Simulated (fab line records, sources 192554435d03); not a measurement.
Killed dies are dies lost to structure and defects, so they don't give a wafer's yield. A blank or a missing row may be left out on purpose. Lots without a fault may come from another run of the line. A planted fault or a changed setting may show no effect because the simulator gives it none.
Chamber matching | flow n5_finfet | N5_BEOL_M13_ILD_DEP_00 on pecvd-02: 3 sister chambers
The step deposits SiOC from DEMS/O2, target thk 837.92 nm, time 166.4 s. 3 wafers are shown with their chamber, then 7 later ones without.

WAFERS WITH THEIR CHAMBER
wafer  | chamber | showerhead_vpp_V (V)
L080.5 | 0       | 1583
L084.1 | 2       | 1544
L084.2 | 1       | 1395

WAFERS WITHOUT THEIR CHAMBER
wafer  | showerhead_vpp_V (V)
L084.6 | 1385
L085.3 | 1587
L085.4 | 1604
L085.5 | 1552
L097.2 | 1394
L097.3 | 1585
L097.4 | 1557

WHICH CHAMBER EACH WENT THROUGH
wafer  | from the rows above     | in truth
L084.6 | 1                       | 1
L085.3 | 0                       | 0
L085.4 | 0                       | 0
L085.5 | 2                       | 2
L097.2 | 1                       | 1
L097.3 | 0                       | 0
L097.4 | can't be placed: 2 or 0 | 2
Placed correctly: 6 of 7. Can't be placed from these rows: 1 (the true chamber is among the candidates in 1). Placed wrongly: 0.
How it was worked out, from the rows above alone: a wafer's distance from a chamber is the root of the sum, over the readings, of the square of ((its reading less the chamber's mean) divided by the reading's scatter). The wafer belongs to the nearest chamber; if the next one is less than 2 further off, it can't be placed. A chamber's mean is the mean of its shown wafers. The scatter: with one shown wafer a chamber, the root of the mean of the squares of how far each hidden wafer lies from its nearest shown one.
